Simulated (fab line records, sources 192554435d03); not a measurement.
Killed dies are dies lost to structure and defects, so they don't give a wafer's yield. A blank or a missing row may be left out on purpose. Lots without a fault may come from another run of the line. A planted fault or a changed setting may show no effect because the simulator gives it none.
Chamber matching | flow n5_finfet | N5_BEOL_M10_ALD_74 on ald_metal-01: 4 sister chambers
The step deposits TaN, target thk 2 nm, pulse time 2 s, purge time 3 s. 4 wafers are shown with their chamber, then 10 later ones without.

WAFERS WITH THEIR CHAMBER
wafer  | chamber | heater_power_w (W)
L087.4 | 1       | 488
L085.5 | 2       | 389
L090.1 | 3       | 344
L090.3 | 0       | 433

WAFERS WITHOUT THEIR CHAMBER
wafer  | heater_power_w (W)
L090.6 | 419
L089.2 | 416
L089.3 | 364
L089.5 | 375
L093.1 | 428
L093.3 | 343
L093.5 | 367
L096.3 | 464
L096.4 | 410
L096.5 | 416

WHICH CHAMBER EACH WENT THROUGH
wafer  | from the rows above     | in truth
L090.6 | can't be placed: 0 or 2 | 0
L089.2 | can't be placed: 0 or 2 | 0
L089.3 | can't be placed: 3 or 2 | 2
L089.5 | can't be placed: 2 or 3 | 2
L093.1 | can't be placed: 0 or 2 | 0
L093.3 | 3                       | 3
L093.5 | can't be placed: 2 or 3 | 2
L096.3 | can't be placed: 1 or 0 | 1
L096.4 | can't be placed: 2 or 0 | 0
L096.5 | can't be placed: 0 or 2 | 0
Placed correctly: 1 of 10. Can't be placed from these rows: 9 (the true chamber is among the candidates in 9). Placed wrongly: 0.
How it was worked out, from the rows above alone: a wafer's distance from a chamber is the root of the sum, over the readings, of the square of ((its reading less the chamber's mean) divided by the reading's scatter). The wafer belongs to the nearest chamber; if the next one is less than 2 further off, it can't be placed. A chamber's mean is the mean of its shown wafers. The scatter: with one shown wafer a chamber, the root of the mean of the squares of how far each hidden wafer lies from its nearest shown one.
